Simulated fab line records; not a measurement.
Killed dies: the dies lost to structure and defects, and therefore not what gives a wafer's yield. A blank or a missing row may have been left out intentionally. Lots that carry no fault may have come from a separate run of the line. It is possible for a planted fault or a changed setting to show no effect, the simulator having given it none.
fab line records	flow nand-harc
[record] lots = 14	wafers = 42	last-day = 33
route steps=1302 shown A_CHANNEL_HOLE_D1@471 A_ONON_D2@545
lots that met no fault: from a run of the same line without faults
start-h: the number of hours between the record's first day and the start of the first shown wafer of the lot	wait-h: hours from the lot's prior step to this one	" as in the row above	L1.1+2: one row covering several wafers at once	- no value, or no start was given	* or withheld: withheld	< > ~ a bound
route shown NAME@n: NAME is a module with steps in the file, n the number in the route of the first one	usual: the fault-free wafers' mean and standard deviation	same: alike in all rows	chamber/n: place in a boat	sites: each site's reading	_std_site: the values' standard deviation	_edge_site: mean of outer sites minus mean of inner sites	radius-mm: how far each site lies from the wafer's centre	mask NAME#n: copy n	behind: the tool/chamber that last shaped the wafer	hold: cause of the lot's hold/its duration in hours/its outcome	device: whichever transistor did not switch (one of n, p or np)	end of line: the tests these same wafers got at the end of their route	a step without rows: its recipe alone	killed: at the first sort, the dies lost to defects and structure; wafer yield is something else	map: dies across one wafer; x = killed, . = not, _ = none there
set.NAME: the run value of the setting; set.NAME@STEP: its run value at that earlier step	model.NAME: the simulator's own value behind a step, which no gauge read
steps of the route over a sample of lots; a table a step, a row a wafer
services: a tool's chamber out of use, with start hour (start-h, from the record's first day; less than 0 if before it), hours out, and reason
[[steps]]
[step NHARC_A_CHANNEL_HOLE_D1_ETCH_19]
[recipe] bias-v = 1200	source-w = 2500	pressure-mtorr = 15	time-s = 34.5	ar-flow-sccm = 375	c4f8-flow-sccm = 28.8	o2-flow-sccm = 96.2	temp-c = -20	target-depth-a = *	chemistry = C4F8/O2/Ar
[usual] drypump-motor-current-A = 6.0/0.63	showerhead-plenum-p-Torr = 3.73/0.064	throttle-valve-pct = 37.037/0.0097
lot.wafer	tool	chamber	start-h	wait-h	drypump-motor-current-A	rf-hours-counter-h	showerhead-plenum-p-Torr	throttle-valve-pct
L279.1	har-etch-02	0	189.06	0.4	6.3	284	3.82	37.048
L279.6	"	0	"	"	6.4	-	3.82	37.022
L279.5	"	1	"	"	5.0	-	3.67	37.038
L281.2	har-etch-01	1	206.81	0.1	6.6	107	3.76	37.031
L281.4	"	0	"	"	6.2	-	3.76	37.017
L281.6	"	0	"	"	6.2	-	3.76	37.051
L282.1	har-etch-01	1	220.21	2.2	6.7	115	3.76	37.041
L282.6	"	1	"	"	6.7	-	3.76	37.031
L282.5	"	0	"	"	6.1	-	3.76	37.022
L289.2	har-etch-02	1	286.76	2.1	5.0	341	3.64	37.036
L289.3	"	1	"	"	5.1	-	3.64	37.043
L289.6	"	0	"	"	6.3	-	3.79	37.042
L291.1	har-etch-01	0	294.23	0.1	6.2	160	3.73	37.035
L291.4	"	0	"	"	6.1	-	3.73	37.045
L291.5	"	1	"	"	6.7	-	3.73	37.039
L290.1	har-etch-02	0	294.75	0.2	6.3	341	3.79	37.024
L290.4	"	1	"	"	5.0	-	3.63	37.022
L290.6	"	0	"	"	6.3	-	3.79	37.052
L293.1	har-etch-01	0	324.96	1.8	6.2	176	3.72	37.039
L293.5	"	0	"	"	6.1	-	3.73	37.038
L293.6	"	1	"	"	6.6	-	3.72	37.035
L294.4	har-etch-01	0	329.17	3.3	6.1	-	3.72	37.034
L294.3	"	1	"	"	6.6	-	3.72	37.041
L294.5	"	0	"	"	6.1	-	3.72	37.036
L296.1	har-etch-01	0	347.49	0.1	6.1	191	3.72	37.052
L296.3	"	0	"	"	6.1	-	3.72	37.028
L296.4	"	1	"	"	6.7	-	3.72	37.037
L297.1	har-etch-01	1	359.63	2.2	6.6	199	3.71	37.038
L297.2	"	0	"	"	6.2	199	3.71	37.028
L297.4	"	1	"	"	6.6	-	3.71	37.035
L298.2	har-etch-01	1	365.10	0.1	6.6	203	3.71	37.041
L298.4	"	0	"	"	6.2	-	3.71	37.027
L298.3	"	1	"	"	6.6	-	3.71	37.032
L299.3	har-etch-01	0	389.72	0.1	6.2	-	3.70	37.035
L299.6	"	0	"	"	6.2	-	3.70	37.043
L299.5	"	1	"	"	6.7	-	3.70	37.051
L300.1	har-etch-01	0	393.85	3.8	6.2	218	3.70	37.023
L300.3	"	0	"	"	6.1	-	3.70	37.052
L300.4	"	1	"	"	6.6	-	3.70	37.033
L302.1	har-etch-02	1	418.58	0.1	5.0	11	3.98	37.042
L302.4	"	0	"	"	6.3	-	3.75	37.046
L302.6	"	1	"	"	5.0	-	3.98	37.035
[step NHARC_A_CHANNEL_HOLE_D1_CD_MEAS_30]
[usual] cd-nm = 90.1/0.88
lot.wafer	tool	chamber	start-h	wait-h	cd-nm
L279.1	cd-sem-01	-	194.59	-	90.9
L279.5	"	-	"	"	90.7
L279.6	"	-	"	"	90.1
L281.2	cd-sem-02	-	212.53	0.1	90.4
L281.4	"	-	"	"	89.6
L281.6	"	-	"	"	90.1
L282.1	cd-sem-03	-	225.74	-	88.6
L282.5	"	-	"	"	88.5
L282.6	"	-	"	"	88.9
L289.2	cd-sem-03	-	292.27	-	91.1
L289.3	"	-	"	"	90.6
L289.6	"	-	"	"	90.1
L291.1	cd-sem-03	-	299.76	-	90.6
L291.4	"	-	"	"	90.5
L291.5	"	-	"	"	89.4
L290.1	cd-sem-03	-	300.74	-	91.1
L290.4	"	-	"	"	88.7
L290.6	"	-	"	"	88.5
L293.1	cd-sem-02	-	330.48	-	91.7
L293.5	"	-	"	"	91.1
L293.6	"	-	"	"	90.9
L294.3	cd-sem-01	-	334.78	-	89.4
L294.4	"	-	"	"	88.6
L294.5	"	-	"	"	88.9
L296.1	cd-sem-02	-	353.01	-	90.4
L296.3	"	-	"	"	90.3
L296.4	"	-	"	"	90.6
L297.1	cd-sem-01	-	365.19	-	90.8
L297.2	"	-	"	"	90.4
L297.4	"	-	"	"	90.5
L298.2	cd-sem-01	-	370.60	-	90.1
L298.3	"	-	"	"	90.6
L298.4	"	-	"	"	90.7
L299.3	cd-sem-02	-	395.22	-	91.6
L299.5	"	-	"	"	89.4
L299.6	"	-	"	"	90.8
L300.1	cd-sem-03	-	399.85	-	89.7
L300.3	"	-	"	"	91.7
L300.4	"	-	"	"	90.9
L302.1	cd-sem-02	-	424.13	-	90.4
L302.4	"	-	"	"	89.2
L302.6	"	-	"	"	89.2
[step NHARC_A_ONON_D2_DEP_00]
[recipe] target-thk-a = 10000	n2-flow-sccm = 2750	n2o-flow-sccm = 2000	nh3-flow-sccm = 500	sih4-flow-sccm = 210	temp-c = 400
lot.wafer	tool	chamber	start-h	wait-h
L279.1+5+6	pecvd-onon-04	0	281.45	0.1
L281.2+4+6	pecvd-onon-03	0	302.85	0.1
L282.1+5+6	pecvd-onon-01	0	310.03	0.1
L289.2+3+6	pecvd-onon-03	0	380.59	0.1
L291.1+4+5	pecvd-onon-01	0	383.44	0.1
L290.1+4+6	pecvd-onon-03	0	383.51	0.1
L293.1+5+6	pecvd-onon-01	0	416.66	0.1
L294.3+4+5	pecvd-onon-04	0	416.78	0.2
L297.1+2+4	pecvd-onon-01	0	449.23	0.1
L296.1+3+4	pecvd-onon-04	0	450.54	0.1
L298.2+3+4	pecvd-onon-04	0	456.08	0.1
L299.3+5+6	pecvd-onon-01	0	476.21	0.2
L300.1+3+4	pecvd-onon-03	0	488.22	0.1
L302.1+4+6	pecvd-onon-01	0	509.08	0.1
[step NHARC_A_ONON_D2_THK_MEAS_02]
[recipe] thk-meas-gauge = ellipsometry
[usual] thk-nm = 997/7.8
lot.wafer	tool	chamber	start-h	wait-h	thk-nm
L279.1	film-metro-02	-	281.95	-	1002
L279.5	"	-	"	"	1000
L279.6	"	-	"	"	1001
L281.2	film-metro-01	-	303.29	-	988
L281.4	"	-	"	"	987
L281.6	"	-	"	"	988
L282.1	film-metro-02	-	310.54	-	1004
L282.5	"	-	"	"	1004
L282.6	"	-	"	"	1004
L289.2	film-metro-01	-	381.04	-	880
L289.3	"	-	"	"	983
L289.6	"	-	"	"	982
L291.1	film-metro-01	-	383.95	-	990
L291.4	"	-	"	"	988
L291.5	"	-	"	"	988
L290.1	film-metro-01	-	384.02	-	892
L290.4	"	-	"	"	999
L290.6	"	-	"	"	995
L293.1	film-metro-01	-	417.17	-	1004
L293.5	"	-	"	"	1002
L293.6	"	-	"	"	1003
L294.3	film-metro-02	-	417.18	-	982
L294.4	"	-	"	"	981
L294.5	"	-	"	"	982
L297.1	film-metro-01	-	449.74	-	998
L297.2	"	-	"	"	997
L297.4	"	-	"	"	1000
L296.1	film-metro-01	-	451.05	-	1012
L296.3	"	-	"	"	1015
L296.4	"	-	"	"	1014
L298.2	film-metro-02	-	456.53	-	1004
L298.3	"	-	"	"	1006
L298.4	"	-	"	"	1006
L299.3	film-metro-02	-	476.60	-	990
L299.5	"	-	"	"	989
L299.6	"	-	"	"	990
L300.1	film-metro-02	-	488.72	-	1000
L300.3	"	-	"	"	1001
L300.4	"	-	"	"	999
L302.1	film-metro-01	-	509.59	-	1004
L302.4	"	-	"	"	1003
L302.6	"	-	"	"	1003
[step NHARC_A_ONON_D2_INSPECT_32]
[usual] raw-defect-count = 423/170
lot.wafer	tool	chamber	start-h	wait-h	raw-defect-count
L279.1	defect-inspect-01	-	294.80	0.0	293
L279.5	"	-	"	"	172
L279.6	"	-	"	"	267
L281.2	defect-inspect-02	-	316.67	0.0	197
L281.4	"	-	"	"	300
L281.6	"	-	"	"	229
L282.1	defect-inspect-01	-	323.33	0.0	418
L282.5	"	-	"	"	257
L282.6	"	-	"	"	304
L291.1	defect-inspect-02	-	397.72	0.0	544
L291.4	"	-	"	"	496
L291.5	"	-	"	"	436
L289.2	defect-inspect-01	-	397.73	0.0	446
L289.3	"	-	"	"	311
L289.6	"	-	"	"	418
L290.1	defect-inspect-02	-	397.82	0.1	482
L290.4	"	-	"	"	621
L290.6	"	-	"	"	569
L293.1	defect-inspect-02	-	430.85	0.0	383
L293.5	"	-	"	"	501
L293.6	"	-	"	"	347
L294.3	defect-inspect-02	-	430.86	0.0	290
L294.4	"	-	"	"	397
L294.5	"	-	"	"	656
L296.1	defect-inspect-01	-	462.51	0.0	234
L296.3	"	-	"	"	240
L296.4	"	-	"	"	205
L297.1	defect-inspect-02	-	462.55	0.0	370
L297.2	"	-	"	"	450
L297.4	"	-	"	"	362
L298.2	defect-inspect-02	-	470.31	0.0	601
L298.3	"	-	"	"	343
L298.4	"	-	"	"	364
L299.3	defect-inspect-02	-	489.42	0.1	363
L299.5	"	-	"	"	375
L299.6	"	-	"	"	305
L300.1	defect-inspect-01	-	501.20	0.1	433
L300.3	"	-	"	"	297
L300.4	"	-	"	"	405
L302.1	defect-inspect-01	-	523.04	0.0	332
L302.4	"	-	"	"	368
L302.6	"	-	"	"	239
[[services]]
tool	chamber	start-h	hours	kind
har-etch-02	-	222.22	0.6	repair
pecvd-onon-03	-	227.20	13.0	pm
har-etch-02	0	243.02	-	consumable-replace:focus-ring
har-etch-02	0	243.02	17.0	scheduled-down
har-etch-02	0	243.02	17.0	vent-cycle
pecvd-onon-01	-	269.00	13.0	pm
har-etch-02	-	309.72	2.8	repair
pecvd-onon-04	-	311.08	13.0	pm
pecvd-onon-01	-	361.73	5.8	repair
har-etch-02	-	384.03	17.0	pm
har-etch-02	0	384.03	17.0	vent-cycle
har-etch-02	1	384.03	17.0	vent-cycle
har-etch-02	0	401.03	-	clean
har-etch-02	0	401.03	-	consumable-replace:focus-ring
har-etch-02	1	401.03	-	clean
har-etch-02	1	401.03	-	consumable-replace:focus-ring
har-etch-02	1	401.03	-	consumable-replace:showerhead
pecvd-onon-03	-	408.20	13.0	pm
pecvd-onon-01	-	450.00	13.0	pm
pecvd-onon-04	-	492.08	13.0	pm
[[key]]
[first-sign] step = NHARC_A_ONON_D2_THK_MEAS_02	reading = thk-nm	direction = down	sigmas = 14	usual = 997	struck = 886
effect none on later readings
met-at NHARC_A_ONON_D2_DEP_00
struck-lots L289,L290
struck-wafers L289.2,L290.1
later-rows-left-out L289.2,L290.1
sort-left-out L289.2,L290.1
tester-left-out L289,L290
not-acting-at NHARC_A_CHANNEL_HOLE_D1_ETCH_19,NHARC_A_CHANNEL_HOLE_D1_CD_MEAS_30,NHARC_A_ONON_D2_INSPECT_32
onset-between 302.85 380.59
[fault] kind = process-parameter-drift	tool = pecvd-onon-03	chamber = -	onset-h = 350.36	steps = NHARC_A_ONON_D2_DEP_00	channel = target-thk-a	offset = *	shape = step	end-h = 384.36	scope = struck-wafers-only	acts-in = *	stated = *
// tester-left-out: of these lots the tester's yield and bins aren't shown, on N5 and GAA mostly nor the transistor test; their killed dies are dies lost to structure and defects alone, not to doping, threshold or leakage, so they don't give the yield
// sort-left-out: the simulated sort isn't trusted on such a fault, so these wafers' sort isn't shown, and their yield isn't known
// later-rows-left-out: the simulator's readings of these wafers behind a module that went badly wrong aren't trusted and aren't shown, but for the sort
